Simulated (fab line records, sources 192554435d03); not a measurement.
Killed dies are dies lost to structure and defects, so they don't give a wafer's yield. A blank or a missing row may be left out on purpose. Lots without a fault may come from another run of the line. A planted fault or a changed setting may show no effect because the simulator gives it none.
Problem report in the 8D (eight disciplines) form, filled by code | flow n5_finfet | the parts of the form that need people (team, actions taken, sign-off) are left out

1. THE PROBLEM
M4_ILD_THK at N5_BEOL_M4_THK_MEAS_01 reads a mean of 125.9 nm on 4 wafers of 3 lots; wafers without a fault read 79.7 nm with a standard deviation of 1.1. That is +42 standard deviations from the usual mean.
First seen on wafer L322.1, day 8 14:18, on film_metro-01. The record holds 28 wafers of 11 lots with a number at this step. Rule for "out", or "out of limits": more than 4 standard deviations from the usual mean. The other wafers with a number count as sound.

2. WHAT IT IS AND WHAT IT IS NOT
question                    | is                             | is not
which readings at this step | M4_ILD_THK                     | -
which lots                  | L322, L324, L327               | L319, L321, L333, L335, L337, L338, L339, L341
which wafers of those lots  | L322.1, L322.3, L324.3, L327.3 | L322.6, L324.5, L327.5
read on which gauges        | film_metro-01, film_metro-02   | -
when                        | from day 8 14:18               | up to then (7 sound wafers); but 17 sound wafers of L324, L327, L333, L335, L337, L338, L339, L341 came after

3. SUSPECTS, AND WHAT RULES EACH OUT
Counting: a tool at a process step up to the reading stays a suspect if it ran every lot that is out. Sound lots after the first of them don't rule it out here, since some wafers of a struck lot are sound.
- the gauge at N5_BEOL_M4_THK_MEAS_01: ruled out. The wafers that are out were read on 2 gauges (film_metro-01, film_metro-02).
- pvd_sputter-01 at N5_BEOL_M3_SPUTTER_92 (material Cu, target thk 4.5 nm, time 8.29 s): kept. It ran every lot that is out, first L322 (day 8 12:35).
- pvd_sputter-01 at N5_BEOL_M3_SPUTTER_94 (material Cu, target thk 4.5 nm, time 8.29 s): kept. It ran every lot that is out, first L322 (day 8 12:48).
- pecvd-03 at N5_BEOL_M4_ILD_DEP_00 (deposits SiOC from DEMS/O2, target thk 79 nm, time 15.3 s): kept. It ran every lot that is out, first L322 (day 8 14:14); its last sound lot up to then is L319 (day 8 07:15).
Left after counting: pvd_sputter-01 at N5_BEOL_M3_SPUTTER_92, pvd_sputter-01 at N5_BEOL_M3_SPUTTER_94, pecvd-03 at N5_BEOL_M4_ILD_DEP_00.

4. THE CAUSE (what the simulator had put in)
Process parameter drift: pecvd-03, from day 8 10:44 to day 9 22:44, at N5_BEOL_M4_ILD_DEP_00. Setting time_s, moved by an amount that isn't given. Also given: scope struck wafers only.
Counting left 3 suspects, and this tool is among them.

5. THE CHAIN OF EFFECTS, in route order
Each row: a reading whose mean over the struck wafers that have a number lies more than 3 standard deviations from the usual. Only readings for which the record gives a usual standard deviation are gone through. hours: the time from each lot's start at the first step in this table that gives one to its start at this step, as a median over the lots. sigmas: the change in usual standard deviations.
hours | step                    | reading              | usual   | on struck wafers | change | sigmas
0     | N5_BEOL_M4_THK_MEAS_01  | M4_ILD_THK           | 79.7 nm | 125.9            | +46.2  | +42
122   | N5_PASSIVATION_PROBE_49 | defect_limited_yield | 91.0 %  | 0.0              | -91.0  | -57
122   | N5_PASSIVATION_PROBE_49 | killed_at_M4_up      | 14      | 1104             | +1090  | +99 or more
122   | N5_PASSIVATION_PROBE_49 | killed_dies          | 106     | 1180             | +1074  | +57
122   | N5_PASSIVATION_PROBE_49 | killed_on_rim        | 14      | 152              | +138   | +34
122   | N5_PASSIVATION_PROBE_49 | sort_bin_5_function  | 5.3 %   | 97.0             | +91.7  | +92
122   | N5_PASSIVATION_PROBE_49 | sort_n_pass          | 1073    | 0                | -1073  | -56
122   | N5_PASSIVATION_PROBE_49 | sort_yield_pct       | 91.0 %  | 0.0              | -91.0  | -57
The process steps in it:
- N5_PASSIVATION_PROBE_49

6. WHAT WOULD HAVE CAUGHT IT SOONER
In this record the first reading out of limits at a measuring or inspecting step was taken at day 8 14:18, 4 hours after the fault began at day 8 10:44.
Of the tool readings at N5_BEOL_M4_ILD_DEP_00 for which the record gives a usual standard deviation, none was out on any struck wafer, so an alarm limit of 4 standard deviations on them would not have fired.
Of the lots that are out (3), L324, L327 began N5_BEOL_M4_ILD_DEP_00 on pecvd-03 after day 8 14:18. A hold on the tool at that time would have spared those 2.
